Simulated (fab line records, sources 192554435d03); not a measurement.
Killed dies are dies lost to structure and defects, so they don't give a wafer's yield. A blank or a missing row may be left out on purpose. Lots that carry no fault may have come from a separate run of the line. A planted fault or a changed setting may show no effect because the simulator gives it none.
Chamber matching | flow n5_finfet | rie_diel-02 running N5_BEOL_M15_STRIP_36: 4 sister chambers
The step strips in O2. 14 wafers are shown with their chamber, then 6 later ones without.

## WAFERS WITH THEIR CHAMBER
wafer  | chamber | showerhead_plenum_p_Torr (Torr) | throttle_valve_pct (%) | oes_product_au (a.u.)
L327.2 | 2       | 2.04                            | 16.59                  | 0.91
L327.3 | 3       | 1.98                            | 16.85                  | 0.68
L327.6 | 0       | 2.04                            | 16.44                  | 0.89
L328.1 | 3       | 1.98                            | 16.85                  | 0.66
L328.2 | 0       | 2.04                            | 16.47                  | 0.89
L328.5 | 3       | 1.98                            | 16.89                  | 0.67
L330.1 | 2       | 2.04                            | 16.60                  | 0.89
L330.5 | 1       | 1.98                            | 17.05                  | 0.69
L330.6 | 2       | 2.04                            | 16.63                  | 0.91
L331.1 | 1       | 1.98                            | 17.09                  | 0.69
L331.3 | 0       | 2.04                            | 16.46                  | 0.86
L331.6 | 1       | 1.98                            | 17.02                  | 0.70
L343.3 | 0       | 2.03                            | 16.53                  | 0.85
L343.4 | 2       | 2.03                            | 16.64                  | 0.84

SIGNATURES (averages over the wafers above)
reading                  | chamber 0 | chamber 1 | chamber 2 | chamber 3 | scatter within a chamber
showerhead_plenum_p_Torr | 2.0375    | 1.9800    | 2.0375    | 1.9800    | 0.00387
throttle_valve_pct       | 16.4750   | 17.0533   | 16.6150   | 16.8633   | 0.0312
oes_product_au           | 0.8725    | 0.6933    | 0.8875    | 0.6700    | 0.0219
Rule: a wafer's distance from a chamber is the root of the sum, over the readings, of the square of ((its reading less the chamber's mean) divided by the reading's scatter). The wafer belongs to the nearest chamber; if the next one is less than 2 further off, it can't be placed. How the scatter is found: for the shown wafers, subtract from each reading the mean of its chamber, square and add these, divide the total by (wafers less chambers), then take the root.

## WAFERS WHOSE CHAMBER IS MISSING
wafer  | showerhead_plenum_p_Torr (Torr) | throttle_valve_pct (%) | oes_product_au (a.u.)
L343.6 | 2.24                            | 16.39                  | 0.90
L348.2 | 2.23                            | 16.59                  | 0.95
L348.3 | 2.02                            | 16.55                  | 0.84
L348.4 | 2.23                            | 16.45                  | 0.88
L349.1 | 2.02                            | 16.54                  | 0.83
L349.3 | 2.23                            | 16.44                  | 0.87

## THE CHAMBER EACH PASSED THROUGH
wafer  | from the rows above     | in truth
L343.6 | can't be placed: 0 or 2 | 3
L348.2 | can't be placed: 2 or 0 | 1
L348.3 | can't be placed: 0 or 2 | 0
L348.4 | can't be placed: 0 or 2 | 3
L349.1 | can't be placed: 0 or 2 | 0
L349.3 | can't be placed: 0 or 2 | 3
Correctly placed: 0 of 6. These rows do not allow placing 6 (true chamber among the candidates in 2). Placed wrongly: 0.
